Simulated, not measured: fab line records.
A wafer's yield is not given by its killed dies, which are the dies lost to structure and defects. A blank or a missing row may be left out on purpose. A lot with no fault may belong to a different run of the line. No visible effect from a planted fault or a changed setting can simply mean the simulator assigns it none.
Comparing a struck lot with a sound one :: flow nand_harc :: 14 steps out of a route of 1159
Sound: these wafers, L938.3, L938.5, L938.6. The struck wafers were L947.2, L947.3, L947.5. Last of all comes the cause.
Per side, at each step with rows, come the tool, then ch with its chambers, and then its first start. Under that, the readings that differ: sound wafers :: struck wafers :: difference of the means :: sigmas: that difference in standard deviations of wafers without a fault.
alike: words and numbers the same on both sides, and readings whose means are apart by under 2 such deviations; not compared: readings that were withheld, readings missing a value for some wafer, numbers with overlapping values and no deviation given by the record, and bounds like >300 which may hide the same value.
A row with sigmas, a row that says differs or no value, or rows on one side alone: a step with any of these is where the two part. Non-overlapping numbers with no deviation appear without sigmas and do not part them. Lack of a reading on every wafer of one side parts them only where that side has two or more wafers.

first, 7 steps without rows for these wafers: NHARC_A_STAIRCASE_COAT_03; NHARC_A_STAIRCASE_SOFTBAKE_04 (time 170 s); NHARC_A_STAIRCASE_EBR_05; NHARC_A_STAIRCASE_EXPOSE_06 (exposes mask STAIR); NHARC_A_STAIRCASE_PEB_07 (peb time 130 s); NHARC_A_STAIRCASE_DEVELOP_08 (time 140 s); NHARC_A_STAIRCASE_HARDBAKE_10 (time 140 s).
NHARC_A_STAIRCASE_DESCUM_11: chemistry O2, time 3 s.
  sound on rie_diel-08 ch 0,1, day 11 03:40; struck on rie_diel-08 ch 2,3, day 13 13:22
reading: showerhead_plenum_p_Torr (Torr)
sound: 2.00 2.00 1.97
struck: 1.82 1.86 1.82
difference: -0.16
sigmas: -2
  alike: drypump_motor_current_A, oes_product_au, rf_vpp_V, throttle_valve_pct
  not compared: rf_hours_counter_h
NHARC_A_STAIRCASE_TRIM_12: chemistry O2, time 211.2 s.
  sound on rie_diel-08 ch 0,3, day 11 03:44; struck on rie_diel-08 ch 1,2, day 13 13:37
reading: oes_product_au (a.u.)
sound: 1.014 1.013 0.999
struck: 0.993 0.988 0.984
difference: -0.020
sigmas: -3
  alike: drypump_motor_current_A, rf_vpp_V, showerhead_plenum_p_Torr, throttle_valve_pct
  not compared: rf_hours_counter_h
NHARC_A_STAIRCASE_ETCH_13: etches the open film in C4F8/O2, target depth 100 nm, time 40.5 s.
  sound: rie_diel-08 ch 1,2,3; struck: rie_diel-08 ch 0,2
  alike: oes_product_au, rf_vpp_V
  not compared: rf_hours_counter_h
NHARC_A_STAIRCASE_TRIM_14: chemistry O2, time 211.2 s.
  sound: rie_diel-08 ch 0,1,2; struck: rie_diel-08 ch 0,1,2
  alike: drypump_motor_current_A, oes_product_au, rf_vpp_V, showerhead_plenum_p_Torr, throttle_valve_pct
  not compared: rf_hours_counter_h
NHARC_A_STAIRCASE_ETCH_15: etches the open film in C4F8/O2, target depth 100 nm, time 40.5 s.
  sound on rie_diel-08 ch 0,1,2, day 11 04:08; struck on rie_diel-08 ch 1,2,3, day 13 14:01
reading: oes_product_au (a.u.)
sound: 0.949 0.934 0.937
struck: 0.760 0.761 0.755
difference: -0.181
sigmas: -16
  alike: rf_vpp_V
  not compared: rf_hours_counter_h
NHARC_A_STAIRCASE_TRIM_16: chemistry O2, time 211.2 s.
  sound: rie_diel-08 ch 0,1,2; struck: rie_diel-08 ch 0,2
  alike: drypump_motor_current_A, oes_product_au, rf_vpp_V, showerhead_plenum_p_Torr, throttle_valve_pct
  not compared: rf_hours_counter_h
-- jump in the record: it breaks off in module A_STAIRCASE and resumes in module END (first step shown: number 1159 of the route), and 9 days separate the struck wafers' starts before and after --
NHARC_END_SORT_01:
  here the record holds rows for the struck wafers (prober-01 ch 0, day 22 05:30) but none for the sound ones

== WHERE THEY PART ==
Earliest at NHARC_A_STAIRCASE_DESCUM_11; latest, in this record, at NHARC_END_SORT_01.

WHY: whatever the simulator had introduced
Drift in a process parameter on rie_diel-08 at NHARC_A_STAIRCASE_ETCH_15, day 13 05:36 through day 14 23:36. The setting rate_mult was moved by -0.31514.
